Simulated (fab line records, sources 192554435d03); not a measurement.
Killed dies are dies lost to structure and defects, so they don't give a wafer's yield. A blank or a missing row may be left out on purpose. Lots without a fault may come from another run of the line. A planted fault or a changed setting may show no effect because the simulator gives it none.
Split-lot experiment | flow n5_finfet | 7 lots, 21 wafers read, on a route of 1938 steps

THE SPLIT
At N5_BEOL_M2_DEP_57 (deposits SiCN from 3MS/NH3, target thk 8 nm, time 14 s), the setting time_s was moved away from the recipe's 14 s on 10 of the 21 wafers read, by -11.4% to +13.9%. The other wafers ran this setting at the recipe's value.

The reading is taken at the split's own step.

THE READING
SiCN_of_BEOL_M2_DEP_57.thk_nm (the simulator's own value, which no gauge read), in nm, at N5_BEOL_M2_DEP_57 (deposits SiCN from 3MS/NH3, target thk 8 nm, time 14 s). The file gives no usual value for it. The 11 wafers here that ran the recipe average 8.0 nm, standard deviation 0.17 nm.

wafer  | tool, chamber at the split | time_s as run, s | against the recipe | SiCN_of_BEOL_M2_DEP_57.thk_nm, nm | against lot-mates on the recipe
L074.1 | pecvd-03, 2                | 12.4             | -11.4%             | 6.8                               | -1.0
L074.5 | pecvd-03, 2                | 12.4             | -11.4%             | 6.8                               | -1.0
L074.3 | pecvd-03, 0                | 14               | recipe             | 7.8                               | -
L079.1 | pecvd-01, 2                | 14               | recipe             | 8                                 | -
L079.4 | pecvd-01, 1,2              | 14               | recipe             | 8.2                               | -
L079.5 | pecvd-01, 1,2              | 14               | recipe             | 8.2                               | -
L078.3 | pecvd-01, 2                | 14               | recipe             | 8.2                               | -
L078.4 | pecvd-01, 1                | 12.5             | -10.7%             | 7.6                               | -0.6
L078.5 | pecvd-01, 2                | 12.5             | -10.7%             | 7.4                               | -0.8
L086.3 | pecvd-04, 0                | 15.62            | +11.6%             | 8.8                               | +0.8
L086.4 | pecvd-04, 0                | 14               | recipe             | 8                                 | -
L086.6 | pecvd-04, 1                | 15.62            | +11.6%             | 9                                 | +1.0
L090.1 | pecvd-04, 1                | 15.95            | +13.9%             | 9                                 | no lot-mate on the recipe
L090.6 | pecvd-04, 1                | 15.95            | +13.9%             | 9                                 | no lot-mate on the recipe
L090.5 | pecvd-04, 0                | 15.95            | +13.9%             | 9.2                               | no lot-mate on the recipe
L091.1 | pecvd-03, 2                | 14.65            | +4.6%              | 8                                 | +0.0
L091.3 | pecvd-03, 0                | 14               | recipe             | 7.8                               | -
L091.5 | pecvd-03, 1                | 14               | recipe             | 8.2                               | -
L094.1 | pecvd-01, 2,0              | 14               | recipe             | 7.8                               | -
L094.3 | pecvd-01, 2,0              | 14               | recipe             | 7.8                               | -
L094.6 | pecvd-01, 1                | 14               | recipe             | 8                                 | -
Where a row lists several chambers, the file gives one row for several wafers and doesn't say which wafer went through which chamber.

THE FIT
A straight line over all 21 wafers: SiCN_of_BEOL_M2_DEP_57.thk_nm changes by +0.0763 nm for each +1% of time_s; r = +0.95; the points scatter about the line by 0.22 nm.
The same after taking each lot's own level away (the mean of its wafers on the recipe; 18 wafers): +0.0748 nm for each +1%; r = +0.96; scatter 0.15 nm.
On that fit, the largest move of time_s shifts the reading by 1 nm.
The lots' own levels span 7.80 to 8.20 nm, that is 2.3 times the standard deviation above.
So the lot-to-lot level changes the slope little: the two slopes agree.
Check: with one of the wafers moved furthest among these (+11.6%) left out of the fit, the line predicts +0.861 nm for it against its lot-mates. It came out at +0.8 nm against them.

OTHER SPLITS ON THESE WAFERS
These wafers also went through other splits before the reading. Each is held against what the fit with the lots' levels taken away leaves over:
other split on the same wafers          | wafers away from the commonest value | r with SiCN_of_BEOL_M2_DEP_57.thk_nm (lot level and that fit taken away)
N5_BEOL_M0_SAQP_SPACER1_ALD_98 temp_c   | 9                                    | -0.03
N5_BEOL_M0_SAQP_ETCH_106 target_depth_a | 6                                    | +0.13
N5_BEOL_M1_ETCH_64 time_s               | 9                                    | +0.00
N5_BEOL_M1_COAT_67 spin_rpm             | 7                                    | +0.05
N5_BEOL_M2_DESCUM_16 time_s             | 9                                    | +0.09

THE FILE'S OWN FIT
SiCN_of_BEOL_M2_DEP_57.thk_nm changes by +0.0732 nm for each +1% of time_s, r = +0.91.
